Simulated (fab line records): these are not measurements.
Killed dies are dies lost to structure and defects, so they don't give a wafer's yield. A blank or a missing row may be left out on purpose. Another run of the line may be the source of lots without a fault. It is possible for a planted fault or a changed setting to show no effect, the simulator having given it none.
fab line records || flow n5Finfet
[record] {"lots": 5, "wafers": 15, "lastDay": 15}
route steps=1938 shown GATE_CUT@481 MOL_CONTACT_COAG@517 PASSIVATION@1936
lots untouched by any fault: they come from a run of this same line in which no faults occurred
startH: start of the lot's first displayed wafer, in hours after the record's first day || waitH: hours from the lot's prior step to this one || " the same as in the row above || L1.1+2: a row that stands for several wafers || - no value present, or no start provided || * or withheld: withheld || < > ~ a bound
route shown NAME@n: a module of which the file shows steps, and the number in the route of the first || usual: average and standard deviation across the fault-free wafers || same: alike in all rows || chamber/n: place in a boat || sites: each site's reading || _std_site: how widely they spread, as a standard deviation || _edge_site: inner sites' mean taken away from outer sites' mean || radiusMm: how far each site lies from the wafer's centre || mask NAME#n: copy n || behind: the last tool/chamber to shape the wafer || hold: reason for holding the lot/hours on hold/outcome of the hold || device: whichever transistor did not switch (one of n, p or np) || end of line: tests of these same wafers at the route's end || a step with no rows: only its recipe || killed: count of dies lost to structure and defects at first sort (not the wafer's yield) || map: shows each die of a wafer: x if killed, . if not, _ if none is there
set.NAME: the setting that was run; set.NAME@STEP: the one run at that earlier step || model.NAME: the simulator's own value behind a step, which no gauge read
a table for each step, a row for each wafer; lots at some steps of the route
services: the hour from which a tool's chamber was out of use, counted from the record's first day as startH (under 0 if before that day), plus the number of hours and why
[[steps]]
[step N5_GATE_CUT_COAT_07]
[recipe] {"resist": "CAR-EUV", "spinRpm": 1500, "resistThkNm": 30}
[step N5_GATE_CUT_EBR_09]
[recipe] {"solvent": "PGMEA", "ebrWidthMm": 1.5}
[step N5_GATE_CUT_SOFTBAKE_08]
[recipe] {"tempC": 110, "timeS": 60, "resist": "CAR-EUV"}
[step N5_GATE_CUT_EXPOSE_10]
[recipe] {"maskId": "GATE_CUT", "na": 0.33, "sourceShape": "annular", "sigmaInner": 0.35, "sigmaOuter": 0.8, "polarization": "unpolarized", "targetCdNm": 20, "doseMj": 43.25}
[step N5_GATE_CUT_PEB_11]
[recipe] {"pebTempC": 100, "pebTimeS": 60, "resist": "CAR-EUV"}
[step N5_GATE_CUT_DEVELOP_12]
[recipe] {"developTimeS": 30, "developer": "TMAH", "resist": "CAR-EUV", "rinseLiquid": "surfactantRinse", "dry": "airSpin", "devTempC": 23}
[step N5_GATE_CUT_DESCUM_18]
[recipe] {"chemistry": "O2", "timeS": 7, "sourcePowerW": 50, "biasPowerW": 20, "pressureMtorr": 20, "rfFrequencyHz": 2.712e+07, "tempC": 40, "resist": "CAR-EUV", "o2FlowSccm": 225}
[step N5_GATE_CUT_ETCH_28]
[recipe] {"chemistry": "N2/H2", "target": "underlayer", "targetDepthA": 130, "maskMaterial": "CAR-EUV", "timeS": 10.4, "ionEnergyEv": 200, "pressureMtorr": 30, "sourceW": 840, "biasW": 150, "n2FlowSccm": 200, "h2FlowSccm": 200, "ends": "cleared"}
[step N5_GATE_CUT_ETCH_36]
[recipe] {"chemistry": "CF4", "target": "SiARC", "targetDepthA": 130, "maskMaterial": "CAR-EUV", "timeS": 21.7, "ionEnergyEv": 80, "pressureMtorr": 40, "sourceW": 545, "biasW": 36, "Ar_flow_sccm": 100, "cf4FlowSccm": 100, "ends": "cleared"}
[step N5_GATE_CUT_ETCH_37]
[recipe] {"chemistry": "N2/H2", "target": "SOC", "targetDepthA": 600, "overetchA": 120, "maskMaterial": "SiARC", "tempC": 40, "timeS": 90, "ionEnergyEv": 200, "pressureMtorr": 30, "sourceW": 840, "biasW": 150, "n2FlowSccm": 200, "h2FlowSccm": 200}
[usual] {"drypumpMotorCurrentA": "5.85/0.24", "n2FlowSccm": "200.1/0.62", "oesProductAu": "0.69/0.061", "rfVppV": "523.2/3", "showerheadPlenumPTorr": "2.52/0.096", "throttleValvePct": "17.95/0.19"}
{"lot.wafer": "L254.2", "tool": "rieDiel-05", "chamber": 1, "startH": 85.03, "waitH": 0.0, "drypumpMotorCurrentA": 5.68, "n2FlowSccm": 199.7, "oesProductAu": 0.63, "rfHoursCounterH": 214, "rfVppV": 524.2, "showerheadPlenumPTorr": 2.52, "throttleValvePct": 17.94}
{"lot.wafer": "L254.3", "tool": "rieDiel-05", "chamber": 2, "startH": 85.03, "waitH": 0.0, "drypumpMotorCurrentA": 5.82, "n2FlowSccm": 200.5, "oesProductAu": 0.81, "rfHoursCounterH": 29, "rfVppV": 527.9, "showerheadPlenumPTorr": 2.71, "throttleValvePct": 17.94}
{"lot.wafer": "L254.5", "tool": "rieDiel-05", "chamber": 1, "startH": 85.03, "waitH": 0.0, "drypumpMotorCurrentA": 5.67, "n2FlowSccm": 199.4, "oesProductAu": 0.63, "rfHoursCounterH": "-", "rfVppV": 524.1, "showerheadPlenumPTorr": 2.52, "throttleValvePct": 17.92}
{"lot.wafer": "L257.1", "tool": "rieDiel-04", "chamber": 1, "startH": 101.67, "waitH": 0.0, "drypumpMotorCurrentA": 6.01, "n2FlowSccm": 200.2, "oesProductAu": 0.78, "rfHoursCounterH": 54, "rfVppV": 520.6, "showerheadPlenumPTorr": 2.49, "throttleValvePct": 17.63}
{"lot.wafer": "L257.5", "tool": "rieDiel-04", "chamber": 3, "startH": 101.67, "waitH": 0.0, "drypumpMotorCurrentA": 6.23, "n2FlowSccm": 200.0, "oesProductAu": 0.68, "rfHoursCounterH": "-", "rfVppV": 523.7, "showerheadPlenumPTorr": 2.55, "throttleValvePct": 18.09}
{"lot.wafer": "L257.6", "tool": "rieDiel-04", "chamber": 2, "startH": 101.67, "waitH": 0.0, "drypumpMotorCurrentA": 5.62, "n2FlowSccm": 200.4, "oesProductAu": 0.62, "rfHoursCounterH": "-", "rfVppV": 517.8, "showerheadPlenumPTorr": 2.40, "throttleValvePct": 17.81}
{"lot.wafer": "L268.2", "tool": "rieDiel-04", "chamber": 0, "startH": 167.52, "waitH": 0.0, "drypumpMotorCurrentA": 5.54, "n2FlowSccm": 200.5, "oesProductAu": 0.65, "rfHoursCounterH": 183, "rfVppV": 521.4, "showerheadPlenumPTorr": 2.42, "throttleValvePct": 17.88}
{"lot.wafer": "L268.4", "tool": "rieDiel-04", "chamber": 1, "startH": 167.52, "waitH": 0.0, "drypumpMotorCurrentA": 6.03, "n2FlowSccm": 199.7, "oesProductAu": 0.76, "rfHoursCounterH": "-", "rfVppV": 521.9, "showerheadPlenumPTorr": 2.48, "throttleValvePct": 17.65}
{"lot.wafer": "L268.5", "tool": "rieDiel-04", "chamber": 3, "startH": 167.52, "waitH": 0.0, "drypumpMotorCurrentA": 6.22, "n2FlowSccm": 200.4, "oesProductAu": 0.67, "rfHoursCounterH": "-", "rfVppV": 522.8, "showerheadPlenumPTorr": 2.55, "throttleValvePct": 18.14}
{"lot.wafer": "L269.2", "tool": "rieDiel-04", "chamber": 0, "startH": 174.59, "waitH": 0.0, "drypumpMotorCurrentA": 5.55, "n2FlowSccm": 200.0, "oesProductAu": 0.65, "rfHoursCounterH": 186, "rfVppV": 521.3, "showerheadPlenumPTorr": 2.41, "throttleValvePct": 17.90}
{"lot.wafer": "L269.5", "tool": "rieDiel-04", "chamber": 3, "startH": 174.59, "waitH": 0.0, "drypumpMotorCurrentA": 6.21, "n2FlowSccm": 200.0, "oesProductAu": 0.67, "rfHoursCounterH": "-", "rfVppV": 524.2, "showerheadPlenumPTorr": 2.54, "throttleValvePct": 18.13}
{"lot.wafer": "L269.6", "tool": "rieDiel-04", "chamber": 0, "startH": 174.59, "waitH": 0.0, "drypumpMotorCurrentA": 5.57, "n2FlowSccm": 201.2, "oesProductAu": 0.65, "rfHoursCounterH": "-", "rfVppV": 519.7, "showerheadPlenumPTorr": 2.41, "throttleValvePct": 17.89}
{"lot.wafer": "L270.1", "tool": "rieDiel-04", "chamber": 1, "startH": 178.49, "waitH": 0.0, "drypumpMotorCurrentA": 6.00, "n2FlowSccm": 200.5, "oesProductAu": 0.75, "rfHoursCounterH": 79, "rfVppV": 521.1, "showerheadPlenumPTorr": 2.48, "throttleValvePct": 17.67}
{"lot.wafer": "L270.3", "tool": "rieDiel-04", "chamber": 0, "startH": 178.49, "waitH": 0.0, "drypumpMotorCurrentA": 5.56, "n2FlowSccm": 199.7, "oesProductAu": 0.65, "rfHoursCounterH": 187, "rfVppV": 520.0, "showerheadPlenumPTorr": 2.41, "throttleValvePct": 17.89}
{"lot.wafer": "L270.4", "tool": "rieDiel-04", "chamber": 1, "startH": 178.49, "waitH": 0.0, "drypumpMotorCurrentA": 6.02, "n2FlowSccm": 200.2, "oesProductAu": 0.76, "rfHoursCounterH": "-", "rfVppV": 521.5, "showerheadPlenumPTorr": 2.48, "throttleValvePct": 17.65}
[step N5_GATE_CUT_STRIP_38]
[recipe] {"chemistry": "N2/H2", "tempC": 40, "n2FlowSccm": 200, "h2FlowSccm": 200, "rfFrequencyHz": 6e+07}
[step N5_GATE_CUT_STRIP_39]
[recipe] {"chemistry": "N2/H2", "tempC": 40, "n2FlowSccm": 200, "h2FlowSccm": 200, "rfFrequencyHz": 6e+07}
[step N5_GATE_CUT_HM_OPEN_40]
[recipe] {"chemistry": "C4F6/O2", "target": "SiO2", "maskMaterial": "SiARC", "targetDepthA": 1390, "timeS": 85.1, "ionEnergyEv": 250, "pressureMtorr": 30, "sourceW": 345, "biasW": 185, "Ar_flow_sccm": 300, "C4F6_flow_sccm": 10, "O2_flow_sccm": 10, "ends": "cleared"}
[step N5_GATE_CUT_STRIP_41]
[recipe] {"chemistry": "CF4", "resist": "SiARC", "powerW": 300, "biasPowerW": 75, "pressureMtorr": 50, "cf4FlowSccm": 150, "rfFrequencyHz": 6e+07}
[step N5_GATE_CUT_STRIP_42]
[recipe] {"chemistry": "O2", "powerW": 400, "tempC": 40, "pressureMtorr": 30, "rfFrequencyHz": 6e+07, "biasPowerW": 0, "overashFraction": 0.3, "o2FlowSccm": 225}
[step N5_GATE_CUT_ETCH_19]
[recipe] {"chemistry": "CH3F/O2", "target": "SiNx", "maskMaterial": "SiO2", "targetDepthA": 537, "timeS": 76.7, "pressureMtorr": 30, "sourceW": 395, "biasW": 73, "Ar_flow_sccm": 150, "CH3F_flow_sccm": 30, "O2_flow_sccm": 20, "ionEnergyEv": 120, "ends": "cleared"}
[step N5_GATE_CUT_CUT_ETCH_53]
[recipe] {"chemistry": "SF6/Cl2", "target": "W", "maskMaterial": "SiO2", "targetDepthA": 792, "pressureMtorr": 8, "icpW": 900, "biasW": 80, "SF6_flow_sccm": 40, "Cl2_flow_sccm": 60, "ends": "cleared"}
[step N5_GATE_CUT_CUT_ETCH_54]
[recipe] {"chemistry": "Cl2/BCl3", "target": "TiN", "maskMaterial": "SiO2", "targetDepthA": 967, "pressureMtorr": 10, "icpW": 1000, "biasW": 126, "Cl2_flow_sccm": 53.25, "bcl3FlowSccm": 21.75, "Ar_flow_sccm": 25, "ends": "cleared"}
[step N5_GATE_CUT_CUT_ETCH_55]
[recipe] {"chemistry": "BCl3", "target": "HfO2", "maskMaterial": "SiO2", "targetDepthA": 32, "ionEnergyEv": 30, "pressureMtorr": 5, "icpW": 450, "biasW": 18, "bcl3FlowSccm": 80}
[step N5_GATE_CUT_ETCH_47]
[recipe] {"chemistry": "Cl2/BCl3", "target": "SiO2", "targetDepthA": 100, "pressureMtorr": 10, "icpW": 1000, "biasW": 126, "Cl2_flow_sccm": 53.25, "bcl3FlowSccm": 21.75, "Ar_flow_sccm": 25}
[step N5_GATE_CUT_VAPOR_ETCH_48]
[recipe] {"chemistry": "BCl3/Cl2", "target": "TiN", "mode": "isotropic"}
[step N5_GATE_CUT_VAPOR_ETCH_49]
[recipe] {"chemistry": "BCl3/Cl2", "target": "TiAlC", "mode": "isotropic"}
[step N5_GATE_CUT_VAPOR_ETCH_51]
[recipe] {"chemistry": "BCl3/Cl2", "target": "HfO2", "mode": "isotropic"}
[step N5_GATE_CUT_STRIP_21]
[recipe] {"chemistry": "N2/H2", "timeS": 30, "powerW": 1000, "tempC": 250, "pressureMtorr": "withheld", "n2FlowSccm": 1750, "h2FlowSccm": 3250}
[step N5_GATE_CUT_STRIP_29]
[recipe] {"chemistry": "postEtchResidueRemover", "timeS": 60, "tempC": 25, "removerPh": "withheld", "removerWaterWtPct": "withheld", "removerFluorideWtPct": "withheld"}
[step N5_GATE_CUT_SRD_52]
[recipe] {"dry": "ipaMarangoni", "timeS": 30, "tempC": 23, "rinseLiquid": "diw"}
[step N5_GATE_CUT_ALD_22]
[recipe] {"material": "SiNx", "targetThkA": 160, "tempC": 400, "aldPrecursorFamily": "SiH2I2", "aldCoReactant": "N2/H2-plasma", "pulseTimeS": 1, "aldCycles": 320, "purgeTimeS": 2, "coReactantPurgeTimeS": 2, "pressureTorr": 2}
[step N5_GATE_CUT_CMP_23]
[recipe] {"stopOn": "SiO2", "tOverpolishS": 23.4, "postCmpClean": "alkalineBrush", "downForcePsi": 2.5, "platenRpm": 51.8, "padVelocityMS": 1.0307, "targetThkNm": 16}
[step N5_GATE_CUT_CMP_43]
[recipe] {"material": "SiO2", "postCmpClean": "rinseOnly"}
[step N5_GATE_CUT_CMP_61]
[recipe] {"stopOn": "SiNx", "tOverpolishS": 3, "postCmpClean": "alkalineBrush", "downForcePsi": 4, "platenRpm": 27.09, "padVelocityMS": 0.539}
[step N5_MOL_CONTACT_COAG_COAT_103]
[recipe] {"resist": "SOC", "tempC": 250, "timeS": 60, "spinRpm": 1500, "resistThkNm": 80}
[step N5_MOL_CONTACT_COAG_COAT_104]
[recipe] {"resist": "SiARC", "tempC": 220, "timeS": 60, "spinRpm": 1500, "resistThkNm": 12}
[step N5_MOL_CONTACT_COAG_COAT_58]
[recipe] {"resist": "underlayer", "tempC": 205, "timeS": 60, "spinRpm": 1500, "resistThkNm": 10}
[step N5_MOL_CONTACT_COAG_COAT_02]
[recipe] {"resist": "CAR-EUV", "spinRpm": 1500, "resistThkNm": 30}
[step N5_MOL_CONTACT_COAG_EBR_04]
[recipe] {"solvent": "PGMEA", "ebrWidthMm": 1.5}
[step N5_MOL_CONTACT_COAG_SOFTBAKE_03]
[recipe] {"tempC": 110, "timeS": 60, "resist": "CAR-EUV"}
[step N5_PASSIVATION_PROBE_49]
[usual] {"defectLimitedYield": "91.0/1.5", "killed_at_M0_to_M3": "34/11", "killed_at_M4_up": "14/5.3", "killedAtContacts": "13/7", "killedAtFrontEnd": "41/13", "killedAtOther": "4/3.1", "killedDies": "106/17", "killedOnRim": "14/3.9", "killedOpen": "70/12", "killedShort": "35/8", "sort_bin_4_leakage": "0.00/0.007", "sort_bin_5_function": "5.2/0.98", "sort_bin_6_memory": "3.4/0.69", "sortNPass": "1074/17", "sortYieldPct": "91.0/1.5"}
[same] {"grossDies": 1180, "killedAtBackSide": 0, "sort_bin_8_speed[%]": 0}
{"lot.wafer": "L257.1", "tool": "prober-01", "chamber": "-", "startH": 288.70, "waitH": 0.0, "defectLimitedYield[%]": 92.7, "killed_at_M0_to_M3": 25, "killed_at_M4_up": 16, "killedAtContacts": 4, "killedAtFrontEnd": 35, "killedAtOther": 6, "killedDies": 86, "killedOnRim": 13, "killedOpen": 59, "killedShort": 24, "sort_bin_4_leakage[%]": 0, "sort_bin_5_function[%]": 4.5, "sort_bin_6_memory[%]": 2.6, "sortNPass": 1094, "sortYieldPct[%]": 92.7}
{"lot.wafer": "L257.5", "tool": "prober-01", "chamber": "-", "startH": 288.90, "waitH": 0.2, "defectLimitedYield[%]": 93.2, "killed_at_M0_to_M3": 29, "killed_at_M4_up": 22, "killedAtContacts": 4, "killedAtFrontEnd": 24, "killedAtOther": 1, "killedDies": 80, "killedOnRim": 6, "killedOpen": 46, "killedShort": 29, "sort_bin_4_leakage[%]": 0, "sort_bin_5_function[%]": 3.6, "sort_bin_6_memory[%]": 2.7, "sortNPass": 1100, "sortYieldPct[%]": 93.2}
{"lot.wafer": "L257.6", "tool": "prober-01", "chamber": "-", "startH": 288.95, "waitH": 0.3, "defectLimitedYield[%]": 91.8, "killed_at_M0_to_M3": 31, "killed_at_M4_up": 17, "killedAtContacts": 5, "killedAtFrontEnd": 42, "killedAtOther": 2, "killedDies": 97, "killedOnRim": 8, "killedOpen": 68, "killedShort": 28, "sort_bin_4_leakage[%]": 0, "sort_bin_5_function[%]": 4.9, "sort_bin_6_memory[%]": 3.1, "sortNPass": 1083, "sortYieldPct[%]": 91.8}
{"lot.wafer": "L268.2", "tool": "prober-02", "chamber": "-", "startH": 349.02, "waitH": 0.1, "defectLimitedYield[%]": 88.5, "killed_at_M0_to_M3": 29, "killed_at_M4_up": 11, "killedAtContacts": 11, "killedAtFrontEnd": 80, "killedAtOther": 5, "killedDies": 136, "killedOnRim": 36, "killedOpen": 65, "killedShort": 23, "sort_bin_4_leakage[%]": 0, "sort_bin_5_function[%]": 6.3, "sort_bin_6_memory[%]": 3.6, "sortNPass": 1044, "sortYieldPct[%]": 88.5}
{"lot.wafer": "L268.4", "tool": "prober-02", "chamber": "-", "startH": 349.12, "waitH": 0.2, "defectLimitedYield[%]": 85.8, "killed_at_M0_to_M3": 27, "killed_at_M4_up": 14, "killedAtContacts": 27, "killedAtFrontEnd": 97, "killedAtOther": 3, "killedDies": 168, "killedOnRim": 27, "killedOpen": 59, "killedShort": 26, "sort_bin_4_leakage[%]": 0, "sort_bin_5_function[%]": 9.7, "sort_bin_6_memory[%]": 3.1, "sortNPass": 1012, "sortYieldPct[%]": 85.8}
{"lot.wafer": "L268.5", "tool": "prober-02", "chamber": "-", "startH": 349.17, "waitH": 0.2, "defectLimitedYield[%]": 86.5, "killed_at_M0_to_M3": 36, "killed_at_M4_up": 13, "killedAtContacts": 16, "killedAtFrontEnd": 88, "killedAtOther": 6, "killedDies": 159, "killedOnRim": 31, "killedOpen": 59, "killedShort": 24, "sort_bin_4_leakage[%]": 0, "sort_bin_5_function[%]": 8.0, "sort_bin_6_memory[%]": 3.4, "sortNPass": 1021, "sortYieldPct[%]": 86.5}
{"lot.wafer": "L269.2", "tool": "prober-01", "chamber": "-", "startH": 353.11, "waitH": 0.1, "defectLimitedYield[%]": 89.2, "killed_at_M0_to_M3": 23, "killed_at_M4_up": 20, "killedAtContacts": 11, "killedAtFrontEnd": 69, "killedAtOther": 5, "killedDies": 128, "killedOnRim": 25, "killedOpen": 61, "killedShort": 22, "sort_bin_4_leakage[%]": 0, "sort_bin_5_function[%]": 6.9, "sort_bin_6_memory[%]": 3.1, "sortNPass": 1052, "sortYieldPct[%]": 89.2}
{"lot.wafer": "L269.5", "tool": "prober-01", "chamber": "-", "startH": 353.26, "waitH": 0.2, "defectLimitedYield[%]": 85.7, "killed_at_M0_to_M3": 28, "killed_at_M4_up": 26, "killedAtContacts": 9, "killedAtFrontEnd": 105, "killedAtOther": 1, "killedDies": 169, "killedOnRim": 27, "killedOpen": 69, "killedShort": 23, "sort_bin_4_leakage[%]": 0, "sort_bin_5_function[%]": 7.7, "sort_bin_6_memory[%]": 5.3, "sortNPass": 1011, "sortYieldPct[%]": 85.7}
{"lot.wafer": "L269.6", "tool": "prober-01", "chamber": "-", "startH": 353.31, "waitH": 0.3, "defectLimitedYield[%]": 89.3, "killed_at_M0_to_M3": 26, "killed_at_M4_up": 15, "killedAtContacts": 6, "killedAtFrontEnd": 79, "killedAtOther": 0, "killedDies": 126, "killedOnRim": 24, "killedOpen": 56, "killedShort": 21, "sort_bin_4_leakage[%]": 0, "sort_bin_5_function[%]": 7.8, "sort_bin_6_memory[%]": 1.8, "sortNPass": 1054, "sortYieldPct[%]": 89.3}
{"lot.wafer": "L270.1", "tool": "prober-02", "chamber": "-", "startH": 368.21, "waitH": 0.0, "defectLimitedYield[%]": 85.2, "killed_at_M0_to_M3": 30, "killed_at_M4_up": 15, "killedAtContacts": 11, "killedAtFrontEnd": 116, "killedAtOther": 3, "killedDies": 175, "killedOnRim": 19, "killedOpen": 64, "killedShort": 26, "sort_bin_4_leakage[%]": 0, "sort_bin_5_function[%]": 8.8, "sort_bin_6_memory[%]": 4.1, "sortNPass": 1005, "sortYieldPct[%]": 85.2}
{"lot.wafer": "L270.3", "tool": "prober-02", "chamber": "-", "startH": 368.31, "waitH": 0.1, "defectLimitedYield[%]": 86.2, "killed_at_M0_to_M3": 34, "killed_at_M4_up": 10, "killedAtContacts": 11, "killedAtFrontEnd": 104, "killedAtOther": 4, "killedDies": 163, "killedOnRim": 29, "killedOpen": 70, "killedShort": 46, "sort_bin_4_leakage[%]": 0, "sort_bin_5_function[%]": 8.9, "sort_bin_6_memory[%]": 4.0, "sortNPass": 1017, "sortYieldPct[%]": 86.2}
{"lot.wafer": "L270.4", "tool": "prober-02", "chamber": "-", "startH": 368.36, "waitH": 0.2, "defectLimitedYield[%]": 84.7, "killed_at_M0_to_M3": 38, "killed_at_M4_up": 8, "killedAtContacts": 9, "killedAtFrontEnd": 120, "killedAtOther": 6, "killedDies": 181, "killedOnRim": 24, "killedOpen": 67, "killedShort": 31, "sort_bin_4_leakage[%]": 0, "sort_bin_5_function[%]": 9.9, "sort_bin_6_memory[%]": 4.3, "sortNPass": 999, "sortYieldPct[%]": 84.7}
// killed by level:class
L257.1 BEOL_M4:geometricParticle:open=8 GATE_CUT:geometricParticle:short=6 FIN_SAQP:geometricParticle:short=5 BEOL_M3:geometricParticle:open=5 STI_FIN_REVEAL:geometricParticle:open=5 GATE_CUT:geometricParticle:open=5 BEOL_M0_SAQP:geometricParticle:open=5 STARTING-WAFER:geometricParticle:open=5
L257.5 BEOL_M4:geometricParticle:open=12 BEOL_M0_SAQP:geometricParticle:open=8 BEOL_M3:geometricParticle:open=7 BEOL_M0_SAQP:geometricParticle:short=6 STARTING-WAFER:geometricParticle:open=4 FIN_SAQP:geometricParticle:short=3 GATE_CUT:geometricParticle:short=3 BEOL_M1:geometricParticle:short=3
L257.6 STI_FIN_REVEAL:geometricParticle:open=8 FIN_SAQP:geometricParticle:short=6 DUMMY_GATE:geometricParticle:open=6 BEOL_M0_SAQP:geometricParticle:open=6 BEOL_M1:geometricParticle:open=6 BEOL_M4:geometricParticle:open=6 BEOL_M3:geometricParticle:open=5 BEOL_M2:geometricParticle:open=4
L268.2 GATE_CUT:unspecified=43 STI_FIN_REVEAL:geometricParticle:open=12 BEOL_M3:geometricParticle:open=10 MOL_CONTACT_COAG:geometricParticle:open=9 BEOL_M4:geometricParticle:open=8 GATE_CUT:geometricParticle:short=4 BEOL_M0_SAQP:geometricParticle:open=4 BEOL_M3:geometricParticle:short=4
L268.4 GATE_CUT:unspecified=82 MOL_CONTACT_COAG:geometricParticle:open=18 BEOL_M0_SAQP:geometricParticle:open=9 MOL_CONTACT_COAG:geometricParticle:short=8 BEOL_M0_SAQP:geometricParticle:short=8 BEOL_M4:geometricParticle:open=7 STI_FIN_REVEAL:geometricParticle:open=5 BEOL_M3:geometricParticle:open=5
L268.5 GATE_CUT:unspecified=76 MOL_CONTACT_COAG:geometricParticle:open=16 BEOL_M0_SAQP:geometricParticle:open=13 BEOL_M1:geometricParticle:short=6 BEOL_M0_SAQP:geometricParticle:short=6 BEOL_M4:geometricParticle:open=4 STARTING-WAFER:geometricParticle:short=4 STI_FIN_REVEAL:geometricParticle:open=3
L269.2 GATE_CUT:unspecified=43 BEOL_M4:geometricParticle:open=12 MOL_CONTACT_COAG:geometricParticle:open=10 BEOL_M2:geometricParticle:open=9 STI_FIN_REVEAL:geometricParticle:open=6 DUMMY_GATE:geometricParticle:open=5 BEOL_M1:geometricParticle:open=4 BEOL_M3:geometricParticle:open=3
L269.5 GATE_CUT:unspecified=75 BEOL_M4:geometricParticle:open=14 STI_FIN_REVEAL:geometricParticle:open=13 MOL_CONTACT_COAG:geometricParticle:open=8 BEOL_M1:geometricParticle:open=7 BEOL_M2:geometricParticle:open=7 BEOL_M0_SAQP:geometricParticle:short=6 DUMMY_GATE:geometricParticle:open=5
L269.6 GATE_CUT:unspecified=48 BEOL_M2:geometricParticle:open=12 STI_FIN_REVEAL:geometricParticle:open=7 BEOL_M4:geometricParticle:open=7 MOL_CONTACT_COAG:geometricParticle:open=6 BEOL_M1:geometricParticle:open=5 FIN_SAQP:geometricParticle:open=4 BEOL_M4:geometricParticle:short=4
L270.1 GATE_CUT:unspecified=81 MOL_CONTACT_COAG:geometricParticle:open=11 BEOL_M3:geometricParticle:open=10 BEOL_M2:geometricParticle:open=9 BEOL_M4:geometricParticle:open=8 STARTING-WAFER:geometricParticle:short=6 FIN_SAQP:geometricParticle:open=5 GATE_CUT:geometricParticle:short=3
L270.3 GATE_CUT:unspecified=47 FIN_SAQP:geometricParticle:short=12 MOL_CONTACT_COAG:geometricParticle:open=10 FIN_SAQP:geometricParticle:open=9 BEOL_M0_SAQP:geometricParticle:open=9 GATE_CUT:geometricParticle:short=7 BEOL_M3:geometricParticle:open=6 BEOL_M1:geometricParticle:open=5
L270.4 GATE_CUT:unspecified=83 BEOL_M2:geometricParticle:open=14 FIN_SAQP:geometricParticle:open=9 STI_FIN_REVEAL:geometricParticle:open=8 BEOL_M3:geometricParticle:open=7 MOL_CONTACT_COAG:geometricParticle:open=6 BEOL_M0_SAQP:geometricParticle:open=6 DUMMY_GATE:geometricParticle:open=4
// map L268.4 (x killed, . not)
_________________............________________
______________.x......x....x...._____________
___________.................x......__________
__________.....x.....x.....x....x..._________
________...............x..........x..._______
_______.............x..........x.......______
______.................................x_____
_____.........x...x....x..x.........x..x.____
____..............x.......x.........x.....___
___.............xxx.........x............x.__
___..x.......................x.....xx...x..__
__...........x................x....x........_
__.xx...........................x..........._
_......................x..............x.x..x.
_.........x.....................x.......x..xx
_.......x....x.....................x.x.xxx.x.
_....x.......................x......xxxxxxxxx
_....................x...........x.x.xxxxxxxx
_...................................xxxxxxxxx
_.....x....................x.......xxxxxxxxxx
_.....x..x..............x...........xxxxxxxxx
__.........x....x................x..xxxxxxxx_
__x.........................x.......xxxxxxxx_
___................................xxxxxxxx__
___.x...............xx.......x........x.xxx__
____..........x.........................x.___
_____.x..................................____
______...........x.....x........x....x.._____
_______......xx.x.........x............______
________x................x...x...x.x.._______
__________.........................._________
___________...............x......x.__________
______________...x.x..........x._____________
_________________............________________
// map L269.5 (x killed, . not)
_________________...x........________________
______________...............x.._____________
___________.............x..........__________
__________............xx..........xx_________
________.........................xxxxx_______
_______.........x............x..xxxxxxx______
______..x............x........xx.xxxxxxx_____
_____...x.....x.................x.xxxxxxx____
____.......x.........x.x........x.xxxxxxxx___
___x..x.......................xxxxxxxxxxxxx__
___....x....x.x..xxx......x...x.x.xxxxxxxxx__
__.............................xx.x.xxxxx..x_
__..................x....x.......xxx..xxx..._
_...x............................x......xxx.x
_.........x..........................xx......
_......................................x.....
_..........x.......x.x.....x...x.............
_............................................
_.........................x..................
_..........x...............x.xx........x.....
_...x...x........................x...........
__..xx.....................x....x..........._
__.......................................x.._
___...............x...x....................__
___...x.x......x.........x..xxx.x..x.......__
____........................x.......x.....___
_____...x............................x...____
______.......x......x...x.......x.....x._____
_______......x..x....x.............x...______
________x................xxx...x.....x_______
__________.........................._________
___________...x........x.x....x....__________
______________.................._____________
_________________...x.x......________________
[[services]]
{"tool": "rieDiel-05", "chamber": "-", "startH": 97.29, "hours": 2.8, "kind": "pm"}
{"tool": "rieDiel-05", "chamber": 2, "startH": 156.09, "hours": 5.9, "kind": "repair"}
{"tool": "rieDiel-04", "chamber": 2, "startH": 166.33, "hours": "-", "kind": "clean"}
{"tool": "rieDiel-04", "chamber": 2, "startH": 166.33, "hours": "-", "kind": "consumableReplace:esc"}
{"tool": "rieDiel-04", "chamber": 2, "startH": 166.33, "hours": "-", "kind": "consumableReplace:focusRing"}
{"tool": "rieDiel-04", "chamber": 2, "startH": 166.33, "hours": "-", "kind": "consumableReplace:showerhead"}
{"tool": "rieDiel-04", "chamber": 2, "startH": 166.33, "hours": 17.8, "kind": "scheduledDown"}
{"tool": "rieDiel-04", "chamber": 2, "startH": 166.33, "hours": 17.8, "kind": "ventCycle"}
[[key]]
[firstSign] {"step": "N5_PASSIVATION_PROBE_49", "reading": "killedAtFrontEnd", "direction": "up", "sigmas": 4.1, "usual": 41, "struck": 95}
[effect] {"step": "N5_PASSIVATION_PROBE_49", "reading": "defectLimitedYield", "direction": "down", "sigmas": 2.9, "usual": 91.0, "struck": 86.8}
[moreKillsBornAt] {"N5_GATE_CUT_ETCH_37@rieDiel-04": 578}
metAt N5_GATE_CUT_ETCH_37
struckWafers L268.2,L268.4,L268.5,L269.2,L269.5,L269.6,L270.1,L270.3,L270.4
onsetBetween 101.67 167.52
alsoFits time
[fault] {"kind": "chamberParticleSource", "tool": "rieDiel-04", "chamber": "-", "onsetH": 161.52, "steps": "N5_GATE_CUT_ETCH_37", "ratePerVisitCm2": 0.55349, "endH": 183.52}
